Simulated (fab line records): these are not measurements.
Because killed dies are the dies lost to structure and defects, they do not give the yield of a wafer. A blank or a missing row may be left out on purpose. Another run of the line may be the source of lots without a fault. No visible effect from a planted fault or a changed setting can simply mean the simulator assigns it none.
Split-lot trial | flow n5_finfet | on a route of 1938 steps: 7 lots, 39 wafers read

## ABOUT THE SPLIT
At N5_BEOL_M14_DESCUM_33 (chemistry O2, time 7.9 s), the setting time_s was moved away from the recipe's 7.9 s on 9 of the 39 wafers read, by -55.9% to +46.1%. The other wafers ran this setting at the recipe's value.

Between the split and the reading, the file records no step.

## THE READING
coat_of_BEOL_M14_COAT_22.thk_nm (the simulator's own value, which no gauge read), in nm, at N5_BEOL_M14_ETCH_67 (etches SiARC in CF4, target depth 143 nm, time 238.3 s). The file does not state a usual value for it. Across the 30 wafers here that went through the recipe, the average is 211.2 nm and the standard deviation 0.58 nm.

wafer  | tool, chamber at the split | time_s as run, s | against the recipe | coat_of_BEOL_M14_COAT_22.thk_nm, nm | against lot-mates on the recipe
L079.2 | rie_diel-05, 3,0           | 7.9              | recipe             | 210.8                               | -
L079.3 | rie_diel-05, 3,0           | 7.9              | recipe             | 210.6                               | -
L079.5 | rie_diel-05, 0             | 7.9              | recipe             | 211.2                               | -
L083.1 | rie_diel-05, 1             | 7.9              | recipe             | 210.2                               | -
L083.2 | rie_diel-05, 3             | 3.487            | -55.9%             | 211.8                               | +1.5
L083.3 | rie_diel-05, 2             | 7.9              | recipe             | 209.8                               | -
L083.4 | rie_diel-05, 0             | 3.487            | -55.9%             | 212.4                               | +2.1
L083.5 | rie_diel-05, 1             | 3.487            | -55.9%             | 212.6                               | +2.3
L083.6 | rie_diel-05, 2             | 7.9              | recipe             | 210.8                               | -
L085.1 | rie_diel-05, 2             | 5.366            | -32.1%             | 212.4                               | +0.5
L085.2 | rie_diel-05, 3             | 7.9              | recipe             | 212.4                               | -
L085.3 | rie_diel-05, 1             | 5.366            | -32.1%             | 213.4                               | +1.5
L085.4 | rie_diel-05, 0             | 5.366            | -32.1%             | 212.8                               | +0.9
L085.5 | rie_diel-05, 3,2           | 7.9              | recipe             | 211.8                               | -
L085.6 | rie_diel-05, 3,2           | 7.9              | recipe             | 211.4                               | -
L084.1 | rie_diel-02, 2,0           | 7.9              | recipe             | 211.8                               | -
L084.2 | rie_diel-02, 3,1           | 7.9              | recipe             | 211.8                               | -
L084.3 | rie_diel-02, 2,0           | 7.9              | recipe             | 212                                 | -
L084.4 | rie_diel-02, 1             | 7.9              | recipe             | 212                                 | -
L084.5 | rie_diel-02, 2             | 7.9              | recipe             | 211.4                               | -
L084.6 | rie_diel-02, 3,1           | 7.9              | recipe             | 211.6                               | -
L088.1 | rie_diel-01, 3             | 11.54            | +46.1%             | 209.6                               | -1.2
L088.2 | rie_diel-01, 0             | 7.9              | recipe             | 211.2                               | -
L088.3 | rie_diel-01, 1             | 7.9              | recipe             | 210.4                               | -
L088.4 | rie_diel-01, 2             | 11.54            | +46.1%             | 209.2                               | -1.6
L088.5 | rie_diel-01, 0             | 11.54            | +46.1%             | 208.6                               | -2.2
L088.6 | rie_diel-01, 1             | 7.9              | recipe             | 210.8                               | -
L087.1 | rie_diel-02, 0             | 7.9              | recipe             | 211.2                               | -
L087.2 | rie_diel-02, 3,1,2         | 7.9              | recipe             | 210.8                               | -
L087.3 | rie_diel-02, 3,1,2         | 7.9              | recipe             | 210.8                               | -
L087.4 | rie_diel-02, 3,1,2         | 7.9              | recipe             | 211                                 | -
L087.5 | rie_diel-02, 3             | 7.9              | recipe             | 211.4                               | -
L087.6 | rie_diel-02, 0             | 7.9              | recipe             | 210.6                               | -
L092.1 | rie_diel-02, 1,2           | 7.9              | recipe             | 211                                 | -
L092.4 | rie_diel-02, 2             | 7.9              | recipe             | 211                                 | -
L092.2 | rie_diel-02, 3             | 7.9              | recipe             | 211.6                               | -
L092.6 | rie_diel-02, 1             | 7.9              | recipe             | 211.6                               | -
L092.3 | rie_diel-02, 0             | 7.9              | recipe             | 211.8                               | -
L092.5 | rie_diel-02, 1,2           | 7.9              | recipe             | 211.2                               | -
Rows listing several chambers each stand for several wafers; the file does not say which wafer went through which chamber.

THE FIT
A straight line over all 39 wafers: coat_of_BEOL_M14_COAT_22.thk_nm changes by -0.0336 nm for each +1% of time_s; r = -0.76; the points scatter about the line by 0.64 nm.
The same after taking each lot's own level away (the mean of its wafers on the recipe; 39 wafers): -0.0352 nm for each +1%; r = -0.92; scatter 0.34 nm.
The reading moves by 2 nm for the largest change in time_s, on that fit.
Measured against the standard deviation above, the lots' own levels, which go from 210.27 to 211.87 nm, span 2.8 times it.
So the lot-to-lot level blurs the effect unless lot-mates are compared.
Check: with one of the wafers moved furthest among these (-55.9%) left out of the fit, the line predicts +2.05 nm for it against its lot-mates. Against them it came out at +1.53 nm.

## THE WHOLE CHAIN: every reading that the file lists as answering this split, in the file's order
step                  | what it does                                           | reading                                                                          | change (the file's fit)                | r (the file's)
N5_BEOL_M14_DESCUM_33 | chemistry O2, time 7.9 s                               | coat_of_BEOL_M14_COAT_22.thk_nm (the simulator's own value, which no gauge read) | -0.0359 nm for each +1% of the setting | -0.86
N5_BEOL_M14_ETCH_67   | etches SiARC in CF4, target depth 143 nm, time 238.3 s | coat_of_BEOL_M14_COAT_22.thk_nm (the simulator's own value, which no gauge read) | -0.0352 nm for each +1% of the setting | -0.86

## THE FILE'S OWN FIT
coat_of_BEOL_M14_COAT_22.thk_nm changes by -0.0352 nm for each +1% of time_s, r = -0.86.
